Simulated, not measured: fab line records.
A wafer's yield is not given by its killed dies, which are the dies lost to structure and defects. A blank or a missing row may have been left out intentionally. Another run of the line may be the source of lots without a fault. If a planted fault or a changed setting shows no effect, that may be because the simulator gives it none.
A struck lot beside a sound one | flow n5 finfet | 23 out of 1938 route steps
Sound: wafers L578.1, L578.3, L578.4. Struck: wafers L584.1, L584.5 (left out: L584.3, a lot-mate that was not struck); the cause follows at the end.
Order at every step that has rows: each side's tool, ch and its chambers, its first start. Under that, the readings that differ: sound wafers | struck wafers | difference of the means | sigmas: that difference in standard deviations of wafers without a fault.
alike: a reading whose means differ by less than 2 such deviations, as well as words and numbers matching on both sides. not compared: withheld readings; readings where some wafer has no value; bounds like >300 that might hide an equal value; numbers whose values overlap and for which the record gives no deviation.
A row with sigmas, a row that says differs or no value, or rows on one side alone: a step with any of these is where the two part. Numbers that don't overlap but have no deviation are shown without sigmas and don't part them. A reading that every wafer of one side lacks parts them only if that side has two wafers or more.

first, 9 steps without rows for these wafers: N5_BEOL_M6_ILD_DEP_00 (deposits SiCOH lowk from DEMS/porogen, target thk 179.75 nm, time 33.4 s); N5_BEOL_M6_CURE_74 (cures SiCOH lowk, time 240 s); N5_BEOL_M6_PECVD_70 (deposits SiO2 from TEOS/O2, target thk 20 nm, time 22.7 s); N5_BEOL_M6_HM_DEP_02 (deposits TiN, target thk 20 nm); N5_BEOL_M6_COAT_59 (time 60 s, resist thk 100 nm); N5_BEOL_M6_COAT_60 (time 60 s, resist thk 35 nm); N5_BEOL_M6_COAT_05 (resist thk 90 nm); N5_BEOL_M6_EBR_07; N5_BEOL_M6_SOFTBAKE_06 (time 60 s).
N5_BEOL_M6_EXPOSE_08: exposes mask M6.
  sound on arfi scanner-03 ch 0, day 10 09:43; struck on arfi scanner-03 ch 0, day 11 08:50
  alike: mask
then, 2 steps without rows for these wafers: N5_BEOL_M6_PEB_09 (peb time 60 s); N5_BEOL_M6_DEVELOP_10 (develop time 30 s).
N5_BEOL_M6_CD_MEAS_11: target cd 38.5 nm.
  sound on cd sem-02 ch 0, day 10 09:51; struck on cd sem-01 ch 0, day 11 08:58
  reading    | sound          | struck    | difference | sigmas
  cd nm (nm) | 38.2 38.8 38.0 | 35.0 36.8 | -2.4       | -4
then, 2 steps without rows for these wafers: N5_BEOL_M6_DESCUM_16 (chemistry O2, time 7.9 s); N5_BEOL_M6_ETCH_61 (etches SiARC in CF4, target depth 45.5 nm, time 75.8 s).
N5_BEOL_M6_ETCH_62: etches SOC in N2/H2, target depth 110 nm, overetch 22 nm, time 165 s.
  sound on rie diel-03 ch 0,2,3, day 10 10:02; struck on rie diel-02 ch 1,2, day 11 09:46
  reading                         | sound       | struck    | difference | sigmas
  model.BEOL_M6.cd offset nm (nm) | -0.6 0 -0.4 | -3.2 -1.8 | -2.2       |
  alike: chamber pressure mTorr, drypump motor current A, oes product au, rf vpp V, showerhead plenum p Torr, temp c, throttle valve pct
  not compared: rf hours counter h
then, 4 steps without rows for these wafers: N5_BEOL_M6_STRIP_68 (strips in N2/H2); N5_BEOL_M6_STRIP_67 (strips in CF4); N5_BEOL_M6_HM_OPEN_17 (chemistry Cl2/BCl3, target TiN, target depth 20 nm, overetch 6 nm); N5_BEOL_M6_STRIP_19 (strips in O2).
N5_BEOL_M6_CD_MEAS_18: pitch 80 nm, target cd 40 nm.
  sound on cd sem-01, day 10 10:34; struck on cd sem-03, day 11 10:08
  reading    | sound          | struck    | difference | sigmas
  cd nm (nm) | 39.5 39.9 40.1 | 36.9 38.3 | -2.2       | -3
then, 1 step without rows for these wafers: N5_BEOL_M6_COAT_63 (time 60 s, resist thk 60 nm).
-- the record jumps here: 4 days lie between the struck wafers' starts before and after (it left off in module BEOL_M6 and takes up again in module PASSIVATION, whose first step shown is number 1936 of the route) --
N5_PASSIVATION_PROBE_49:
  rows exist in the record for the struck wafers here (prober-01, day 15 07:06), but not for the sound ones

WHERE THEY PART
Last at N5_PASSIVATION_PROBE_49 as far as this record goes, first at N5_BEOL_M6_CD_MEAS_11.

WHY: what the simulator had put in
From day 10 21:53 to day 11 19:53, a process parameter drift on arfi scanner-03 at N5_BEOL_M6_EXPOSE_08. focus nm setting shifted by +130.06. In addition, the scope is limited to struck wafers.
